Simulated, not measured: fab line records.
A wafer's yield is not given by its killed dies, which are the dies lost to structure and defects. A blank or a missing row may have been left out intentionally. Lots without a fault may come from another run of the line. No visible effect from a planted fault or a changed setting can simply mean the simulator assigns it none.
A struck lot beside a sound one | flow nand_harc | 15 steps out of a route of 1159
Sound: wafers L255.1, L255.2, L255.3. Struck: wafers L259.2, L259.4, L259.6. Last of all comes the cause.
Order at every step that has rows: each side's tool, ch and its chambers, its first start. Under that, the readings that differ: sound wafers | struck wafers | difference of the means | sigmas: that difference in standard deviations of wafers without a fault.
alike: a reading whose means differ by less than 2 such deviations, as well as words and numbers matching on both sides. not compared: withheld readings; readings where some wafer has no value; bounds like >300 that might hide an equal value; numbers whose values overlap and for which the record gives no deviation.
A row with sigmas, a row that says differs or no value, or rows on one side alone: a step with any of these is where the two part. Numbers that don't overlap but have no deviation are shown without sigmas and don't part them. Lack of a reading on every wafer of one side parts them only where that side has two or more wafers.

first, 1 step without rows for these wafers: NHARC_A_ONON_D1_DEP_12 (target thk 1000 nm).
NHARC_A_ONON_D1_THK_MEAS_14: measures by ellipsometry.
  sound: film_metro-02 at day 10 02:40; struck: film_metro-02 at day 10 20:41
  alike: thk_nm
then, 2 steps without rows for these wafers: NHARC_A_ONON_D1_ANNEAL_15 (time 3600 s); NHARC_A_ONON_D1_DEP_16 (target thk 1000 nm).
NHARC_A_ONON_D1_THK_MEAS_18: measures by ellipsometry.
  sound: film_metro-02 at day 10 09:46; struck: film_metro-01 at day 11 03:46
  alike: thk_nm
then NHARC_A_ONON_D1_DEP_19 (target thk 1000 nm), 1 step lacking rows for these wafers.
NHARC_A_ONON_D1_THK_MEAS_21: measures by ellipsometry.
  sound: film_metro-01 at day 10 10:19; struck: film_metro-02 at day 11 04:20
  alike: thk_nm
then NHARC_A_ONON_D1_DEP_22 (target thk 1000 nm), 1 step lacking rows for these wafers.
NHARC_A_ONON_D1_THK_MEAS_24: measures by ellipsometry.
  sound: film_metro-01 at day 10 10:53; struck: film_metro-01 at day 11 04:53
  alike: thk_nm
then NHARC_A_ONON_D1_DEP_25 (target thk 1000 nm), 1 step lacking rows for these wafers.
NHARC_A_ONON_D1_THK_MEAS_27: measures by ellipsometry.
  sound: film_metro-02 at day 10 11:27; struck: film_metro-02 at day 11 05:27
  alike: thk_nm
NHARC_A_ONON_D1_DEP_28: target thk 1000 nm.
  sound on pecvd_onon-02 ch 0, day 10 11:31; struck on pecvd_onon-02 ch 0, day 11 05:34
  alike: nh3_flow_sccm
NHARC_A_ONON_D1_THK_MEAS_30: measures by ellipsometry.
  sound: film_metro-02 at day 10 12:01; struck: film_metro-02 at day 11 06:01
  reading     | sound       | struck         | difference | sigmas
  thk_nm (nm) | 991 990 990 | 1293 1292 1294 | +303       | +40
NHARC_A_ONON_D1_DEP_33: deposits SiO2, target thk 200 nm.
  sound on pecvd-02 ch 0,1,2, day 10 12:24; struck on pecvd-02 ch 0,2, day 11 06:07
  alike: heater_power_w, throttle_valve_pct
-- the record jumps here: 11 days lie between the struck wafers' starts before and after (it left off in module A_ONON_D1 and takes up again in module END, whose first step shown is number 1159 of the route) --
NHARC_END_SORT_01:
  sound on prober-02 ch 0, day 21 14:41; struck on prober-02 ch 0, day 22 02:49
  reading             | sound    | struck      | difference | sigmas
  killed_at_array     | 37 35 35 | 667 670 669 | +633       | +58
  killed_at_periphery | 0 0 0    | 8 7 6       | +7         | +2
  killed_dies         | 38 36 35 | 677 677 677 | +641       | +58
  alike: killed_at_other, killed_open, killed_short

## WHERE THEY PART
First at NHARC_A_ONON_D1_THK_MEAS_30; last, within this record, at NHARC_END_SORT_01.

WHY: what the simulator had put in
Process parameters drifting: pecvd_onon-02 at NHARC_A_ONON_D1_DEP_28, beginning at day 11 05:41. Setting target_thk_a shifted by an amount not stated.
